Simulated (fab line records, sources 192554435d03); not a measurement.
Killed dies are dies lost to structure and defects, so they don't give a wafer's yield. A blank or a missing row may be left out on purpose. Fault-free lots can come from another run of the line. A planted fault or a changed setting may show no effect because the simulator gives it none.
Lot-split experiment / flow n5 finfet / 21 wafers read across 7 lots, on a route 1938 steps long

== SPLIT DETAILS ==
At N5_BEOL_M13_COAT_65 (time 60 s, resist thk 350 nm), the setting spin rpm was moved away from the recipe's 1500 rpm on 8 of the 21 wafers read, by -10.1% to +8.9%. The other wafers ran this setting at the recipe's value.

The reading comes from the split's own step.

== THE READING ==
SOC_of_BEOL_M13_COAT_65.thk nm (the simulator's own value, which no gauge read), in nm, at N5_BEOL_M13_COAT_65 (time 60 s, resist thk 350 nm). No usual value for it is given in the file. Across the 13 wafers here that went through the recipe, the average is 351.0 nm and the standard deviation 0.96 nm.

wafer=L074.2; tool, chamber at the split=litho track-04, 0; spin rpm as run, rpm=1500; against the recipe=recipe; SOC_of_BEOL_M13_COAT_65.thk nm, nm=350.8; against lot-mates on the recipe=-
wafer=L074.3; tool, chamber at the split=litho track-04, 0; spin rpm as run, rpm=1634; against the recipe=+8.9%; SOC_of_BEOL_M13_COAT_65.thk nm, nm=335; against lot-mates on the recipe=-16.0
wafer=L074.5; tool, chamber at the split=litho track-04, 0; spin rpm as run, rpm=1500; against the recipe=recipe; SOC_of_BEOL_M13_COAT_65.thk nm, nm=351.2; against lot-mates on the recipe=-
wafer=L078.2; tool, chamber at the split=litho track-03, 0; spin rpm as run, rpm=1500; against the recipe=recipe; SOC_of_BEOL_M13_COAT_65.thk nm, nm=349.8; against lot-mates on the recipe=-
wafer=L078.4; tool, chamber at the split=litho track-03, 0; spin rpm as run, rpm=1500; against the recipe=recipe; SOC_of_BEOL_M13_COAT_65.thk nm, nm=350.2; against lot-mates on the recipe=-
wafer=L078.5; tool, chamber at the split=litho track-03, 0; spin rpm as run, rpm=1500; against the recipe=recipe; SOC_of_BEOL_M13_COAT_65.thk nm, nm=350.2; against lot-mates on the recipe=-
wafer=L082.1; tool, chamber at the split=litho track-04, 0; spin rpm as run, rpm=1500; against the recipe=recipe; SOC_of_BEOL_M13_COAT_65.thk nm, nm=352.6; against lot-mates on the recipe=-
wafer=L082.3; tool, chamber at the split=litho track-04, 0; spin rpm as run, rpm=1392; against the recipe=-7.2%; SOC_of_BEOL_M13_COAT_65.thk nm, nm=366; against lot-mates on the recipe=+13.5
wafer=L082.5; tool, chamber at the split=litho track-04, 0; spin rpm as run, rpm=1500; against the recipe=recipe; SOC_of_BEOL_M13_COAT_65.thk nm, nm=352.4; against lot-mates on the recipe=-
wafer=L088.3; tool, chamber at the split=litho track-04, 0; spin rpm as run, rpm=1360; against the recipe=-9.3%; SOC_of_BEOL_M13_COAT_65.thk nm, nm=370.4; against lot-mates on the recipe=+18.2
wafer=L088.4; tool, chamber at the split=litho track-04, 0; spin rpm as run, rpm=1360; against the recipe=-9.3%; SOC_of_BEOL_M13_COAT_65.thk nm, nm=369.8; against lot-mates on the recipe=+17.6
wafer=L088.6; tool, chamber at the split=litho track-04, 0; spin rpm as run, rpm=1500; against the recipe=recipe; SOC_of_BEOL_M13_COAT_65.thk nm, nm=352.2; against lot-mates on the recipe=-
wafer=L094.1; tool, chamber at the split=litho track-05, 0; spin rpm as run, rpm=1500; against the recipe=recipe; SOC_of_BEOL_M13_COAT_65.thk nm, nm=351; against lot-mates on the recipe=-
wafer=L094.5; tool, chamber at the split=litho track-05, 0; spin rpm as run, rpm=1385; against the recipe=-7.7%; SOC_of_BEOL_M13_COAT_65.thk nm, nm=366.4; against lot-mates on the recipe=+15.4
wafer=L094.6; tool, chamber at the split=litho track-05, 0; spin rpm as run, rpm=1385; against the recipe=-7.7%; SOC_of_BEOL_M13_COAT_65.thk nm, nm=365.4; against lot-mates on the recipe=+14.4
wafer=L095.1; tool, chamber at the split=litho track-05, 0; spin rpm as run, rpm=1500; against the recipe=recipe; SOC_of_BEOL_M13_COAT_65.thk nm, nm=349.8; against lot-mates on the recipe=-
wafer=L095.2; tool, chamber at the split=litho track-05, 0; spin rpm as run, rpm=1500; against the recipe=recipe; SOC_of_BEOL_M13_COAT_65.thk nm, nm=349.8; against lot-mates on the recipe=-
wafer=L095.4; tool, chamber at the split=litho track-05, 0; spin rpm as run, rpm=1500; against the recipe=recipe; SOC_of_BEOL_M13_COAT_65.thk nm, nm=350.8; against lot-mates on the recipe=-
wafer=L096.4; tool, chamber at the split=litho track-05, 0; spin rpm as run, rpm=1500; against the recipe=recipe; SOC_of_BEOL_M13_COAT_65.thk nm, nm=351.6; against lot-mates on the recipe=-
wafer=L096.5; tool, chamber at the split=litho track-05, 0; spin rpm as run, rpm=1348; against the recipe=-10.1%; SOC_of_BEOL_M13_COAT_65.thk nm, nm=370.4; against lot-mates on the recipe=+18.8
wafer=L096.6; tool, chamber at the split=litho track-05, 0; spin rpm as run, rpm=1348; against the recipe=-10.1%; SOC_of_BEOL_M13_COAT_65.thk nm, nm=369.2; against lot-mates on the recipe=+17.6

THE FIT
A straight line over all 21 wafers: SOC_of_BEOL_M13_COAT_65.thk nm changes by -1.92 nm for each +1% of spin rpm; r = -0.99; the points scatter about the line by 1 nm.
The same after taking each lot's own level away (the mean of its wafers on the recipe; 21 wafers): -1.86 nm for each +1%; r = -1.00; scatter 0.5 nm.
Per that fit: largest spin rpm move, reading shift of 19 nm.
From 350.07 to 352.50 nm: that is the span of the lots' own levels, equal to 2.5 times the standard deviation above.
Consequently the slope shifts little with the lot-to-lot level, the two slopes agreeing.
Check: with one of the wafers moved furthest among these (-10.1%) left out of the fit, the line predicts +18.9 nm for it against its lot-mates. Against them it came out at +18.8 nm.

== THE OTHER SPLITS THESE WAFERS WENT THROUGH ==
Other splits were also applied to these wafers ahead of the reading. Each is held against what the fit with the lots' levels taken away leaves over:
other split on the same wafers=N5_BEOL_M13_COAT_04 spin rpm; wafers away from the commonest value=9; r with SOC_of_BEOL_M13_COAT_65.thk nm (lot level and that fit taken away)=+0.17

== THE FILE'S OWN FIT ==
SOC_of_BEOL_M13_COAT_65.thk nm changes by -1.86 nm for each +1% of spin rpm, r = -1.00.
